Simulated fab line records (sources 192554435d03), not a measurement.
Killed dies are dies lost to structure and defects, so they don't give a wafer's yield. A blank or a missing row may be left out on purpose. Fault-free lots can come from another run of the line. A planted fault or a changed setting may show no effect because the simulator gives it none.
fab line records	flow n5-finfet
[record] lots = 6	wafers = 18	last-day = 19
route steps=1938 shown BEOL_M4@1050 PASSIVATION@1936
lots with no fault: from the same line, run without faults
start-h: start of the lot's first displayed wafer, in hours after the record's first day	wait-h: hours elapsed since this lot's preceding step	" repeats the value in the row above	L1.1+2: a row that stands for several wafers	- no value present, or no start provided	* or withheld: withheld	< > ~ a bound
route shown NAME@n: names a module that has steps shown in the file, with the first one's number in the route	usual: average and standard deviation across the fault-free wafers	same: alike in all rows	chamber/n: place in a boat	sites: each site's reading	_std_site: standard deviation of those values	_edge_site: outer sites' mean less inner sites'	radius-mm: for every site, how far away it sits from the centre of the wafer	mask NAME#n: copy n	behind: the tool/chamber that last shaped the wafer	hold: why the lot was held/for how many hours/how that ended	device: which transistor (n, p or np) failed to switch	end of line: the same wafers' tests at the end of the route	where a step has no rows: the recipe by itself	killed: dies lost to structure and defects at the first sort, not the wafer's yield	map: the dies of a wafer, with x for killed, . for not killed, _ for no die there
set.NAME: the run value of the setting; set.NAME@STEP: its run value at that earlier step	model.NAME: the simulator's own value behind a step, which no gauge read
lots at selected steps of the route; one table per step, one row per wafer
services: the hour from which a tool's chamber was out of use, counted from the record's first day as start-h (under 0 if before that day), plus the number of hours and why
[[steps]]
[step N5_BEOL_M4_COAT_22]
[recipe] resist = CAR-EUV	spin-rpm = 1500	resist-thk-nm = 30
[step N5_BEOL_M4_EBR_24]
[recipe] solvent = PGMEA	ebr-width-mm = 1.5
[step N5_BEOL_M4_SOFTBAKE_23]
[recipe] temp-c = 110	time-s = 60	resist = CAR-EUV
[step N5_BEOL_M4_EXPOSE_25]
[recipe] mask-id = V3	na = 0.33	source-shape = quasar	sigma-inner = 0.2	sigma-outer = 0.8	polarization = unpolarized	defocus-nm = 5	dose-mj = 63
[step N5_BEOL_M4_PEB_26]
[recipe] peb-temp-c = 100	peb-time-s = 60	resist = CAR-EUV
[step N5_BEOL_M4_DEVELOP_27]
[recipe] develop-time-s = 30	developer = TMAH	resist = CAR-EUV	rinse-liquid = surfactant-rinse	dry = air-spin	dev-temp-c = 23
[step N5_BEOL_M4_CD_MEAS_28]
[recipe] target-cd-nm = 26.2	landing-energy-ev = 500	detector = se-inlens	target-cd-y-nm = 24.1	polarity = opening
[usual] cd-nm = 26.17/0.24
[same] landing-energy-ev = 500
lot.wafer	tool	chamber	start-h	wait-h	cd-nm
L350.2	cd-sem-03	0	175.18	-	26.31
L350.4	"	0	"	"	26.14
L350.6	"	0	"	"	26.02
L352.2	cd-sem-02	0	193.22	-	26.15
L352.5	"	0	"	"	26.23
L352.6	"	0	"	"	25.66
L353.3	cd-sem-01	0	200.60	-	26.13
L353.4	"	0	"	"	26.13
L353.6	"	0	"	"	26.02
L354.2	cd-sem-03	0	217.19	-	25.92
L354.5	"	0	"	"	26.05
L354.6	"	0	"	"	26.16
L365.2	cd-sem-03	0	280.35	-	26.36
L365.4	"	0	"	"	26.26
L365.5	"	0	"	"	26.35
L369.1	cd-sem-01	0	315.16	-	26.29
L369.3	"	0	"	"	26.13
L369.4	"	0	"	"	26.43
[step N5_BEOL_M4_OVL_MEAS_29]
[recipe] points-per-wafer = 522
[usual] V3_OVL = -0.3/0.6
lot.wafer	tool	chamber	start-h	wait-h	V3_OVL[nm]
L350.2	overlay-02	0	175.22	0.0	0.1
L350.4	"	0	"	"	-0.4
L350.6	"	0	"	"	-0.1
L352.2	overlay-01	0	193.25	0.0	-0.7
L352.5	"	0	"	"	-0.3
L352.6	"	0	"	"	0.0
L353.3	overlay-01	0	200.64	0.0	-0.7
L353.4	"	0	"	"	0.3
L353.6	"	0	"	"	0.2
L354.2	overlay-02	0	217.23	0.0	-1.1
L354.5	"	0	"	"	0.9
L354.6	"	0	"	"	-0.2
L365.2	overlay-02	0	280.38	0.0	0.1
L365.4	"	0	"	"	-0.4
L365.5	"	0	"	"	-1.2
L369.1	overlay-02	0	315.19	0.0	0.5
L369.3	"	0	"	"	-0.1
L369.4	"	0	"	"	0.3
[step N5_BEOL_M4_INSPECT_30]
[recipe] mode = adi	inspect-instrument = brightfield
[usual] raw-defect-count = 409/110
lot.wafer	tool	chamber	start-h	wait-h	raw-defect-count
L350.2	defect-inspect-02	-	175.27	0.0	314
L350.4	"	-	"	"	483
L350.6	"	-	"	"	506
L352.2	defect-inspect-02	-	193.31	0.0	403
L352.5	"	-	"	"	403
L352.6	"	-	"	"	263
L353.3	defect-inspect-01	-	200.69	0.0	345
L353.4	"	-	"	"	334
L353.6	"	-	"	"	419
L354.2	defect-inspect-01	-	217.28	0.0	378
L354.5	"	-	"	"	471
L354.6	"	-	"	"	496
L365.2	defect-inspect-02	-	280.44	0.0	352
L365.4	"	-	"	"	243
L365.5	"	-	"	"	311
L369.1	defect-inspect-01	-	315.25	0.1	296
L369.3	"	-	"	"	319
L369.4	"	-	"	"	213
[step N5_BEOL_M4_DESCUM_33]
[recipe] chemistry = O2	time-s = 7	source-power-w = 50	bias-power-w = 20	pressure-mtorr = 20	rf-frequency-hz = 2.712e+07	temp-c = 40	resist = CAR-EUV	o2-flow-sccm = 225
[usual] bias-power-w = 20.01/0.062	drypump-motor-current-A = 5.7/0.33	o2-flow-sccm = 225.1/0.57	oes-product-au = 0.81/0.094	rf-vpp-V = 243.0/1.3	showerhead-plenum-p-Torr = 2.09/0.067	throttle-valve-pct = 20.31/0.21
lot.wafer	tool	chamber	start-h	wait-h	bias-power-w	drypump-motor-current-A	o2-flow-sccm	oes-product-au	rf-hours-counter-h	rf-vpp-V	showerhead-plenum-p-Torr	throttle-valve-pct
L350.2	rie-diel-01	1	175.30	0.0	20.11	5.6	224.4	0.69	226	241.8	2.08	20.94
L350.4	"	1	"	"	20.06	5.6	224.8	0.70	-	242.1	2.08	20.92
L350.6	"	2	"	"	19.98	5.7	225.4	0.88	-	243.3	2.05	20.06
L352.2	rie-diel-06	3	193.50	0.2	20.11	6.2	224.5	0.69	236	241.7	1.98	20.54
L352.5	"	1	"	"	20.00	5.6	225.6	0.74	-	243.3	2.08	20.29
L352.6	"	2	"	"	19.98	5.7	224.3	0.91	-	243.2	2.04	20.18
L353.3	rie-diel-01	3	200.72	0.0	20.04	6.4	225.0	0.94	20	242.1	2.05	20.21
L353.4	"	2	"	"	20.07	5.7	224.8	0.85	63	241.9	2.05	20.08
L353.6	"	1	"	"	20.05	5.5	225.1	0.67	-	244.0	2.07	20.95
L354.2	rie-diel-01	3	217.37	0.1	20.09	6.4	225.0	0.92	24	242.2	2.05	20.22
L354.5	"	1	"	"	19.99	5.6	224.9	0.67	-	242.1	2.07	20.95
L354.6	"	2	"	"	19.99	5.8	226.3	0.85	-	241.3	2.05	20.08
L365.2	rie-diel-01	0	280.78	0.3	20.02	5.2	224.8	0.90	36	242.9	2.04	20.30
L365.4	"	1	"	"	19.94	5.5	224.8	0.95	6	241.3	2.07	20.64
L365.5	"	2	"	"	20.01	5.7	225.5	0.83	-	242.4	2.04	20.13
L369.1	rie-diel-01	2	315.47	0.2	20.12	5.7	224.5	0.81	102	242.1	2.04	20.15
L369.3	"	1	"	"	20.09	5.5	224.0	0.91	17	241.9	2.06	20.65
L369.4	"	0	"	"	19.99	5.2	225.1	0.88	46	240.9	2.03	20.31
[step N5_BEOL_M4_ETCH_77]
[recipe] chemistry = N2/H2	target = underlayer	target-depth-a = 65	mask-material = CAR-EUV	time-s = 5.2	ion-energy-ev = 200	pressure-mtorr = 30	source-w = 840	bias-w = 150	n2-flow-sccm = 200	h2-flow-sccm = 200	ends = cleared
[usual] drypump-motor-current-A = 5.7/0.33	etch-rf-on-time-s = 5.15/0.074	oes-product-au = 0.69/0.08	rf-vpp-V = 523.7/2.5	showerhead-plenum-p-Torr = 2.53/0.081	throttle-valve-pct = 17.73/0.2
lot.wafer	tool	chamber	start-h	wait-h	drypump-motor-current-A	etch-rf-on-time-s	oes-product-au	rf-hours-counter-h	rf-vpp-V	showerhead-plenum-p-Torr	throttle-valve-pct
L350.2	rie-diel-01	1	175.34	0.0	5.6	5.14	0.59	226	522.8	2.51	18.26
L350.4	"	1	"	"	5.6	5.24	0.59	-	524.5	2.51	18.28
L350.6	"	2	"	"	5.7	5.15	0.74	-	521.3	2.48	17.44
L352.2	rie-diel-06	3	193.54	0.0	6.2	5.13	0.59	236	519.2	2.41	18.13
L352.5	"	1	"	"	5.6	5.19	0.62	-	523.4	2.53	17.66
L352.6	"	2	"	"	5.7	5.02	0.79	-	521.3	2.49	17.64
L353.3	rie-diel-01	3	200.76	0.0	6.5	5.13	0.80	20	522.5	2.49	17.56
L353.4	"	2	"	"	5.8	5.23	0.72	63	521.1	2.47	17.44
L353.6	"	1	"	"	5.5	5.25	0.58	-	524.3	2.50	18.29
L354.2	rie-diel-01	3	217.41	0.0	6.4	5.16	0.78	24	521.2	2.49	17.59
L354.5	"	1	"	"	5.5	5.29	0.58	-	522.9	2.50	18.30
L354.6	"	2	"	"	5.8	5.28	0.71	-	522.5	2.47	17.48
L365.2	rie-diel-01	0	280.81	0.0	5.2	5.13	0.77	36	523.2	2.48	17.73
L365.4	"	1	"	"	5.5	5.15	0.80	6	523.4	2.50	17.88
L365.5	"	2	"	"	5.8	5.18	0.69	-	522.1	2.46	17.53
L369.1	rie-diel-01	2	315.51	0.0	5.8	5.22	0.68	102	519.6	2.46	17.54
L369.3	"	1	"	"	5.6	5.18	0.77	17	522.8	2.49	17.90
L369.4	"	0	"	"	5.2	5.07	0.76	46	522.9	2.47	17.74
[step N5_BEOL_M4_ETCH_69]
[recipe] chemistry = CF4	target = SiARC	target-depth-a = 156	mask-material = CAR-EUV	time-s = 26	ion-energy-ev = 80	pressure-mtorr = 40	source-w = 545	bias-w = 36	Ar_flow_sccm = 100	cf4-flow-sccm = 100	ends = cleared
[usual] drypump-motor-current-A = 5.7/0.33	etch-rf-on-time-s = 25.8/0.32	oes-product-au = 0.70/0.08	rf-vpp-V = 184.0/1.1	showerhead-plenum-p-Torr = 2.13/0.063	throttle-valve-pct = 15.47/0.22
lot.wafer	tool	chamber	start-h	wait-h	drypump-motor-current-A	etch-rf-on-time-s	oes-product-au	rf-hours-counter-h	rf-vpp-V	showerhead-plenum-p-Torr	throttle-valve-pct
L350.2	rie-diel-01	1	175.35	0.0	5.5	26.1	0.59	226	184.0	2.12	16.08
L350.4	"	1	"	"	5.5	26.2	0.59	-	183.4	2.12	16.08
L350.6	"	2	"	"	5.7	25.8	0.74	-	184.3	2.09	15.16
L352.2	rie-diel-06	3	193.56	0.0	6.2	26.0	0.58	236	181.3	2.03	15.77
L352.5	"	1	"	"	5.6	26.1	0.63	-	183.2	2.13	15.55
L352.6	"	2	"	"	5.7	25.3	0.78	-	184.3	2.10	15.38
L353.3	rie-diel-01	3	200.77	0.0	6.4	25.9	0.80	20	183.4	2.10	15.33
L353.4	"	2	"	"	5.7	26.1	0.72	63	183.8	2.09	15.16
L353.6	"	1	"	"	5.5	26.2	0.59	-	184.3	2.11	16.11
L354.2	rie-diel-01	3	217.43	0.0	6.4	25.8	0.79	24	184.8	2.10	15.34
L354.5	"	1	"	"	5.5	26.0	0.58	-	184.2	2.11	16.12
L354.6	"	2	"	"	5.7	25.9	0.73	-	183.1	2.09	15.21
L365.2	rie-diel-01	0	280.83	0.0	5.2	25.4	0.77	36	183.1	2.09	15.46
L365.4	"	1	"	"	5.5	25.7	0.80	6	183.8	2.11	15.65
L365.5	"	2	"	"	5.7	25.9	0.70	-	183.7	2.08	15.23
L369.1	rie-diel-01	2	315.52	0.0	5.8	25.5	0.69	102	183.6	2.08	15.27
L369.3	"	1	"	"	5.6	25.8	0.78	17	182.8	2.10	15.66
L369.4	"	0	"	"	5.2	25.4	0.76	46	183.0	2.09	15.50
[step N5_BEOL_M4_ALD_98]
[recipe] material = SiO2	target-thk-a = 25	temp-c = 100	ald-precursor-family = BDEAS	ald-co-reactant = O2-plasma	pulse-time-s = 1	co-reactant-pulse-time-s = 1	purge-time-s = 2	co-reactant-purge-time-s = 2	ald-cycles = 17	pressure-torr = 2
[usual] heater-power-w = 74/7.1	precursor-pulse-height-rel = 0.995/0.019	susceptor-temp-C = 100.00/0.12
lot.wafer	tool	chamber	start-h	wait-h	heater-power-w	precursor-pulse-height-rel	since-wet-clean-h	susceptor-temp-C
L350.2	ald-sin-04	1	175.44	0.1	68	0.977	271	99.97
L350.4	"	2	"	"	83	0.997	271	99.77
L350.6	"	0	"	"	71	1.000	-	100.15
L352.2	ald-sin-03	2	193.64	0.1	66	1.010	180	99.94
L352.5	"	2	"	"	66	0.994	-	99.88
L352.6	"	1	"	"	79	1.012	-	100.26
L353.3	ald-sin-03	3	200.86	0.1	90	1.011	187	102.74
L353.4	"	0	"	"	85	0.977	187	102.75
L353.6	"	2	"	"	68	0.949	-	102.72
L354.2	ald-sin-03	0	217.51	0.1	85	1.017	204	102.70
L354.5	"	2	"	"	68	0.993	-	102.74
L354.6	"	3	"	"	88	1.017	-	102.70
L365.2	ald-sin-02	3	281.22	0.4	79	1.023	182	100.05
L365.4	"	0	"	"	68	1.001	182	99.98
L365.5	"	3	"	"	78	1.003	-	99.92
L369.1	ald-sin-02	0	316.68	1.1	68	0.988	217	99.86
L369.3	"	2	"	"	79	1.026	217	100.04
L369.4	"	1	"	"	66	1.022	217	100.05
[step N5_BEOL_M4_ETCHBACK_99]
[recipe] chemistry = CHF3	target = SiO2	target-depth-a = 50	time-s = 10.4	source-w = 215	bias-w = 47	Ar_flow_sccm = 200	CHF3_flow_sccm = 12	ion-energy-ev = 100	pressure-mtorr = 30
[usual] drypump-motor-current-A = 5.7/0.35	oes-product-au = 0.81/0.088	rf-vpp-V = 240.3/1.9	showerhead-plenum-p-Torr = 2.14/0.072	throttle-valve-pct = 16.92/0.15
lot.wafer	tool	chamber	start-h	wait-h	drypump-motor-current-A	oes-product-au	rf-hours-counter-h	rf-vpp-V	showerhead-plenum-p-Torr	throttle-valve-pct
L350.2	rie-diel-06	1	182.92	7.4	5.6	0.73	175	241.7	2.14	16.95
L350.4	"	3	"	"	6.2	0.69	231	236.0	2.03	17.18
L350.6	"	2	"	"	5.7	0.92	-	237.6	2.11	16.86
L352.2	rie-diel-06	3	193.76	0.1	6.2	0.69	236	238.3	2.03	17.17
L352.5	"	0	"	"	5.3	0.83	-	240.8	2.28	16.98
L352.6	"	3	"	"	6.1	0.68	-	239.7	2.03	17.16
L353.3	rie-diel-06	0	208.47	7.6	5.3	0.83	63	242.1	2.28	16.99
L353.4	"	1	"	"	5.6	0.74	180	241.3	2.14	16.96
L353.6	"	2	"	"	5.7	0.90	-	235.9	2.11	16.85
L354.2	rie-diel-02	2	222.82	5.3	5.7	0.87	54	240.5	2.10	16.82
L354.5	"	2	"	"	5.6	0.86	-	240.1	2.10	16.80
L354.6	"	3	"	"	5.2	0.72	-	242.3	2.23	17.05
L365.2	rie-diel-06	1	283.86	2.6	5.6	0.71	207	242.3	2.13	16.99
L365.4	"	0	"	"	5.3	0.79	88	239.2	2.27	17.04
L365.5	"	3	"	"	6.1	0.98	-	242.8	2.29	16.75
L369.1	rie-diel-02	1	317.77	1.0	5.8	0.83	68	239.0	2.09	16.88
L369.3	"	3	"	"	5.2	0.70	237	241.0	2.22	17.11
L369.4	"	2	"	"	5.6	0.81	87	239.5	2.09	16.87
[step N5_BEOL_M4_RC_MEAS_101]
[usual] DIBL_N = 36.1/1.3	DIBL_P = 36.1/1.7	IOFF_N = 0.154/0.022	IOFF_P = 0.201/0.024	ION_N = 675/8.9	ION_P = 462/5.9	SS_N = 71.5/0.49	SS_P = 73.3/0.58	VT_N = 250.0/2.7	VT_P = -251.3/2.7
lot.wafer	tool	chamber	start-h	wait-h	DIBL_N[mV/V]	DIBL_P[mV/V]	IOFF_N[nA/um]	IOFF_P[nA/um]	ION_N[uA/um]	ION_P[uA/um]	SS_N[mV/dec]	SS_P[mV/dec]	VT_N[mV]	VT_P[mV]
L350.2	prober-01	0	187.70	0.2	37.1	38.5	0.202	0.253	691	470	71.3	73.7	244.6	-247.1
L350.4	"	0	"	"	34.2	35.0	0.140	0.193	679	466	71.2	73.2	252.5	-251.1
L350.6	"	0	"	"	34.3	35.0	0.144	0.188	676	458	70.8	72.9	249.4	-250.9
L352.2	prober-01	0	199.62	0.2	36.3	37.4	0.155	0.218	670	463	71.5	73.2	250.4	-247.9
L352.5	"	0	"	"	35.3	36.5	0.149	0.199	679	465	70.7	72.7	250.7	-249.7
L352.6	"	0	"	"	36.4	36.4	0.146	0.194	670	464	71.3	72.7	251.9	-249.2
L353.3	prober-02	0	213.20	0.3	34.1	32.0	0.123	0.167	670	457	70.9	72.1	253.0	-252.4
L353.4	"	0	"	"	36.1	33.3	0.144	0.180	671	456	72.4	73.1	250.6	-253.8
L353.6	"	0	"	"	37.0	35.1	0.175	0.209	687	466	71.6	73.7	247.1	-250.0
L354.2	prober-01	0	227.49	0.2	36.2	35.9	0.140	0.199	674	466	71.3	73.0	251.9	-250.8
L354.5	"	0	"	"	37.7	37.7	0.166	0.228	672	462	71.9	72.8	248.0	-247.1
L354.6	"	0	"	"	36.3	36.3	0.138	0.198	670	463	71.5	73.1	252.1	-248.9
L365.2	prober-01	0	289.66	0.2	35.2	35.1	0.146	0.190	680	466	71.9	72.8	250.5	-249.6
L365.4	"	0	"	"	36.0	36.3	0.148	0.196	670	463	72.3	72.7	251.4	-250.8
L365.5	"	0	"	"	33.6	32.6	0.116	0.158	660	457	71.6	71.7	255.8	-252.9
L369.1	prober-01	0	322.46	0.0	34.4	34.5	0.120	0.148	673	461	71.5	72.9	253.3	-257.6
L369.3	"	0	"	"	37.1	37.9	0.162	0.182	677	459	71.4	73.9	248.8	-253.7
L369.4	"	0	"	"	35.9	36.7	0.149	0.175	671	456	72.4	73.4	249.1	-255.6
[step N5_PASSIVATION_PROBE_49]
[usual] defect-limited-yield = 90.9/1.3	killed_at_M0_to_M3 = 35/10	killed_at_M4_up = 15/5.7	killed-at-contacts = 14/6.4	killed-at-front-end = 40/11	killed-at-other = 4/3.1	killed-dies = 108/16	killed-open = 71/11	killed-short = 34/7.7	sort_bin_5_function = 5.4/0.9	sort_bin_6_memory = 3.4/0.61	sort-n-pass = 1072/16	sort-yield-pct = 90.9/1.3
[same] gross-dies = 1180	killed-at-back-side = 0	sort_bin_4_leakage[%] = 0	sort_bin_8_speed[%] = 0
lot.wafer	tool	chamber	start-h	wait-h	defect-limited-yield[%]	killed_at_M0_to_M3	killed_at_M4_up	killed-at-contacts	killed-at-front-end	killed-at-other	killed-dies	killed-open	killed-short	sort_bin_5_function[%]	sort_bin_6_memory[%]	sort-n-pass	sort-yield-pct[%]
L352.2	prober-01	-	299.84	0.1	89.8	35	18	16	46	5	120	78	41	6.3	3.6	1060	89.8
L352.5	prober-01	-	299.99	0.2	88.6	29	18	30	51	7	135	91	44	7.4	3.7	1045	88.6
L352.6	prober-01	-	300.04	0.3	90.1	29	7	27	53	1	117	78	39	5.2	4.6	1063	90.1
L350.2	prober-02	-	315.99	0.1	88.6	28	15	10	74	7	134	90	42	7.4	3.6	1046	88.6
L350.4	prober-02	-	316.09	0.2	90.1	22	28	13	52	2	117	74	39	5.5	3.7	1063	90.1
L350.6	prober-02	-	316.19	0.3	89.3	30	16	10	68	2	126	87	34	6.2	3.8	1054	89.3
L353.3	prober-01	-	327.36	0.1	88.1	61	12	22	46	0	141	84	57	7.2	4.4	1039	88.1
L353.4	prober-01	-	327.41	0.2	88.8	60	15	10	44	3	132	103	25	6.9	3.7	1048	88.8
L353.6	prober-01	-	327.51	0.3	89.4	58	17	4	45	1	125	78	46	6.7	3.6	1055	89.4
L354.2	prober-01	-	332.69	0.1	91.6	34	17	4	37	7	99	57	37	5.0	3.1	1081	91.6
L354.5	prober-01	-	332.84	0.2	91.9	28	10	6	48	3	95	70	20	4.7	3.2	1085	91.9
L354.6	prober-01	-	332.89	0.3	90.1	36	21	4	47	9	117	72	40	5.8	3.8	1063	90.1
L365.2	prober-01	-	400.13	0.1	90.6	38	20	6	47	0	111	78	31	5.2	3.8	1069	90.6
L365.4	prober-01	-	400.23	0.2	86.7	51	34	18	50	4	157	103	53	7.6	5.2	1023	86.7
L365.5	prober-01	-	400.28	0.2	89.7	43	21	13	41	4	122	82	38	5.8	4.1	1058	89.7
// killed by level:class
L352.2 BEOL_M1:geometric-particle:open=16 FIN_SAQP:geometric-particle:short=13 MOL_CONTACT_COAG:geometric-particle:open=12 STI_FIN_REVEAL:geometric-particle:open=9 BEOL_M3:geometric-particle:open=9 BEOL_M4:geometric-particle:open=7 FIN_SAQP:geometric-particle:open=5 BEOL_M5:geometric-particle:open=5
L352.5 MOL_CONTACT_COAG:geometric-particle:open=22 FIN_SAQP:geometric-particle:open=15 STI_FIN_REVEAL:geometric-particle:open=13 FIN_SAQP:geometric-particle:short=11 BEOL_M4:geometric-particle:open=10 BEOL_M2:geometric-particle:open=9 MOL_CONTACT_COAG:geometric-particle:short=8 BEOL_M1:geometric-particle:open=5
L352.6 MOL_CONTACT_COAG:geometric-particle:open=23 FIN_SAQP:geometric-particle:open=14 FIN_SAQP:geometric-particle:short=13 BEOL_M2:geometric-particle:open=10 DUMMY_GATE:geometric-particle:open=5 BEOL_M0_SAQP:geometric-particle:open=5 STI_FIN_REVEAL:geometric-particle:short=4 STI_FIN_REVEAL:geometric-particle:open=4
L350.2 STI_FIN_REVEAL:geometric-particle:open=20 FIN_SAQP:geometric-particle:open=18 FIN_SAQP:geometric-particle:short=12 BEOL_M0_SAQP:geometric-particle:short=12 MOL_CONTACT_COAG:geometric-particle:open=10 BEOL_M0_SAQP:geometric-particle:open=10 STARTING-WAFER:geometric-particle:open=8 BEOL_M4:geometric-particle:open=6
L350.4 FIN_SAQP:geometric-particle:open=16 MOL_CONTACT_COAG:geometric-particle:open=11 BEOL_M0_SAQP:geometric-particle:short=7 BEOL_M4:geometric-particle:open=7 FIN_SAQP:geometric-particle:short=5 STI_FIN_REVEAL:geometric-particle:open=5 DUMMY_GATE:geometric-particle:open=5 ILD0:geometric-particle:short=5
L350.6 FIN_SAQP:geometric-particle:open=17 STI_FIN_REVEAL:geometric-particle:open=14 MOL_CONTACT_COAG:geometric-particle:open=9 DUMMY_GATE:geometric-particle:open=6 GATE_CUT:geometric-particle:short=6 BEOL_M0_SAQP:geometric-particle:open=6 BEOL_M1:geometric-particle:open=6 FIN_SAQP:geometric-particle:short=5
L353.3 BEOL_M0_SAQP:geometric-particle:short=21 MOL_CONTACT_COAG:geometric-particle:open=17 BEOL_M0_SAQP:geometric-particle:open=14 BEOL_M2:geometric-particle:open=11 STI_FIN_REVEAL:geometric-particle:open=8 BEOL_M3:geometric-particle:open=8 FIN_SAQP:geometric-particle:open=6 FIN_SAQP:geometric-particle:short=6
L353.4 BEOL_M2:geometric-particle:open=17 BEOL_M0_SAQP:geometric-particle:open=15 STI_FIN_REVEAL:geometric-particle:open=13 BEOL_M3:geometric-particle:open=11 MOL_CONTACT_COAG:geometric-particle:open=10 BEOL_M4:geometric-particle:open=9 FIN_SAQP:geometric-particle:open=6 BEOL_M0_SAQP:geometric-particle:short=5
L353.6 BEOL_M0_SAQP:geometric-particle:open=18 BEOL_M0_SAQP:geometric-particle:short=13 BEOL_M2:geometric-particle:open=11 BEOL_M4:geometric-particle:open=10 FIN_SAQP:geometric-particle:open=8 BEOL_M3:geometric-particle:open=8 GATE_CUT:geometric-particle:short=8 STI_FIN_REVEAL:geometric-particle:open=4
L354.2 BEOL_M0_SAQP:geometric-particle:short=15 FIN_SAQP:geometric-particle:open=8 BEOL_M3:geometric-particle:open=8 FIN_SAQP:geometric-particle:short=7 DUMMY_GATE:geometric-particle:open=7 BEOL_M0_SAQP:geometric-particle:open=6 SPACER0:geometric-particle:short=5 MOL_CONTACT_COAG:geometric-particle:open=4
L354.5 FIN_SAQP:geometric-particle:open=23 BEOL_M0_SAQP:geometric-particle:open=8 FIN_SAQP:geometric-particle:short=7 MOL_CONTACT_COAG:geometric-particle:open=6 BEOL_M3:geometric-particle:open=6 BEOL_M4:geometric-particle:open=6 DUMMY_GATE:geometric-particle:open=5 BEOL_M1:geometric-particle:open=3
L354.6 FIN_SAQP:geometric-particle:short=18 BEOL_M0_SAQP:geometric-particle:open=16 BEOL_M4:geometric-particle:open=11 FIN_SAQP:geometric-particle:open=9 GATE_CUT:geometric-particle:short=5 BEOL_M0_SAQP:geometric-particle:short=5 BEOL_M3:geometric-particle:open=5 DUMMY_GATE:geometric-particle:open=4
L365.2 FIN_SAQP:geometric-particle:open=15 BEOL_M4:geometric-particle:open=12 BEOL_M3:geometric-particle:open=11 DUMMY_GATE:geometric-particle:open=7 STI_FIN_REVEAL:geometric-particle:open=6 BEOL_M0_SAQP:geometric-particle:open=6 BEOL_M0_SAQP:geometric-particle:short=5 BEOL_M2:geometric-particle:short=5
L365.4 BEOL_M4:geometric-particle:open=21 MOL_CONTACT_COAG:geometric-particle:open=13 BEOL_M3:geometric-particle:open=12 BEOL_M0_SAQP:geometric-particle:short=10 DUMMY_GATE:geometric-particle:open=8 FIN_SAQP:geometric-particle:short=7 BEOL_M1:geometric-particle:open=7 BEOL_M0_SAQP:geometric-particle:open=6
L365.5 FIN_SAQP:geometric-particle:open=11 STI_FIN_REVEAL:geometric-particle:open=11 MOL_CONTACT_COAG:geometric-particle:open=11 BEOL_M0_SAQP:geometric-particle:short=10 BEOL_M4:geometric-particle:open=10 BEOL_M0_SAQP:geometric-particle:open=8 BEOL_M1:geometric-particle:open=6 BEOL_M2:geometric-particle:open=5
[[services]]
tool	chamber	start-h	hours	kind
rie-diel-01	0	154.18	-	clean
rie-diel-01	0	154.18	-	consumable-replace:focus-ring
rie-diel-01	0	154.18	33.0	scheduled-down
rie-diel-01	0	154.18	33.0	vent-cycle
rie-diel-06	1	164.44	9.9	repair
ald-sin-04	2	175.65	14.9	repair
rie-diel-01	3	177.60	5.2	repair
rie-diel-06	1	183.55	8.8	repair
ald-sin-04	-	192.17	0.7	repair
rie-diel-02	0	212.15	22.1	repair
rie-diel-06	3	215.95	2.9	repair
rie-diel-01	1	240.61	-	clean
rie-diel-01	1	240.61	-	consumable-replace:focus-ring
rie-diel-01	1	240.61	16.8	scheduled-down
rie-diel-01	1	240.61	16.8	vent-cycle
rie-diel-06	3	242.73	-	clean
rie-diel-06	3	242.73	-	consumable-replace:focus-ring
rie-diel-06	3	242.73	-	consumable-replace:showerhead
ald-sin-04	-	247.85	6.1	pm
ald-sin-04	-	268.25	14.0	pm
rie-diel-02	2	281.00	6.7	repair
ald-sin-04	0	298.09	5.3	repair
rie-diel-01	2	307.95	1.8	repair
ald-sin-03	3	312.19	12.8	repair
[[key]]
[first-sign] step = N5_BEOL_M4_ALD_98	reading = susceptor-temp-C	direction = up	sigmas = 22	usual = *	struck = *
effect none on later readings
met-at N5_BEOL_M4_ALD_98
struck-wafers L353.3,L353.4,L353.6,L354.2,L354.5,L354.6
onset-between 193.64 200.86
[fault] kind = process-parameter-drift	tool = ald-sin-03	chamber = -	onset-h = 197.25	steps = N5_BEOL_M4_ALD_98	channel = temp-c	offset = *	shape = step	end-h = 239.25	acts-in = *	stated = *
